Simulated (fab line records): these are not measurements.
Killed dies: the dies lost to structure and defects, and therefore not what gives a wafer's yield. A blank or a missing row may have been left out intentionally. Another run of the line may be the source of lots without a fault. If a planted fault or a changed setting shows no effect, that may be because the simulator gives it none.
Matching of chambers	flow nand harc	4 sister chambers for NHARC_P_BONDPAD_CMP_19 on cmp-04
The step polishes, t overpolish 30 s, cu recess touch 16 s, target thk 160.81 nm. 4 wafers are shown with their chamber, then 9 later ones without.

== WAFERS WITH THEIR CHAMBER ==
wafer	chamber	motor current A (A)
L084.5	0	11.2
L088.3	1	9.8
L088.5	2	11.8
L088.6	3	12.5

== WAFERS WITHOUT THEIR CHAMBER ==
wafer	motor current A (A)
L089.2	12.3
L089.3	11.2
L089.5	11.2
L094.2	9.8
L094.3	12.5
L094.4	11.7
L096.1	10.2
L096.5	9.9
L096.6	11.1

== CHAMBER TAKEN BY EACH ==
wafer	from the rows above	in truth
L089.2	can't be placed: 3 or 2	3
L089.3	0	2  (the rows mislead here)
L089.5	0	0
L094.2	1	1
L094.3	3	3
L094.4	2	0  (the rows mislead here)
L096.1	1	1
L096.5	1	1
L096.6	0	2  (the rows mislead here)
5 of 9 placed correctly. Can't be placed from these rows: 1 (the true chamber is among the candidates in 1). Placed wrongly: 3.
How it was worked out, from the rows above alone: a wafer's distance from a chamber is the root of the sum, over the readings, of the square of ((its reading less the chamber's mean) divided by the reading's scatter). The wafer belongs to the nearest chamber; if the next one is less than 2 further off, it can't be placed. The mean given for a chamber averages the wafers shown for that chamber. The scatter (one wafer shown for each chamber): square how far every hidden wafer sits from the nearest shown wafer, average those squares and take the square root.
